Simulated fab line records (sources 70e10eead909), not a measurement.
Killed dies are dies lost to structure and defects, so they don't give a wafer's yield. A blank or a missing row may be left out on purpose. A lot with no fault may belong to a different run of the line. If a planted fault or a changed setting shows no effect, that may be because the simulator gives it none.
Chamber matching ; flow nandHarc ; 3 sister chambers for NHARC_A_M0_PRE_CLEAN_31 on pecvd-03
The step time 12 s. 6 wafers are shown with their chamber, then 7 later ones without.

== WAFERS PAIRED WITH THEIR CHAMBERS ==
wafer;chamber;heaterPowerW (W)
L367.4;0;711
L371.6;2;710
L369.4;2;751
L369.5;1;540
L370.3;1;615
L370.4;0;702

== WAFERS WITHOUT THEIR CHAMBER ==
wafer;heaterPowerW (W)
L370.6;700
L372.2;757
L372.4;529
L372.5;723
L373.2;735
L373.5;587
L373.6;725

== THE CHAMBER EACH PASSED THROUGH ==
wafer;from the rows above;in truth
L370.6;can't be placed: 0 or 2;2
L372.2;can't be placed: 2 or 0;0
L372.4;1;1
L372.5;can't be placed: 2 or 0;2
L373.2;can't be placed: 2 or 0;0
L373.5;1;1
L373.6;can't be placed: 2 or 0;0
Correct placement for 2 of the 7. Unplaceable from these rows: 5, with the true chamber sitting among the candidates in 5. 0 placed wrongly.
How it was worked out, from the rows above alone: a wafer's distance from a chamber is the root of the sum, over the readings, of the square of ((its reading less the chamber's mean) divided by the reading's scatter). The wafer belongs to the nearest chamber; if the next one is less than 2 further off, it can't be placed. The mean given for a chamber averages the wafers shown for that chamber. The scatter: take each reading less its chamber's mean, square it, sum over the shown wafers, divide by the number of wafers less the number of chambers, and take the root.
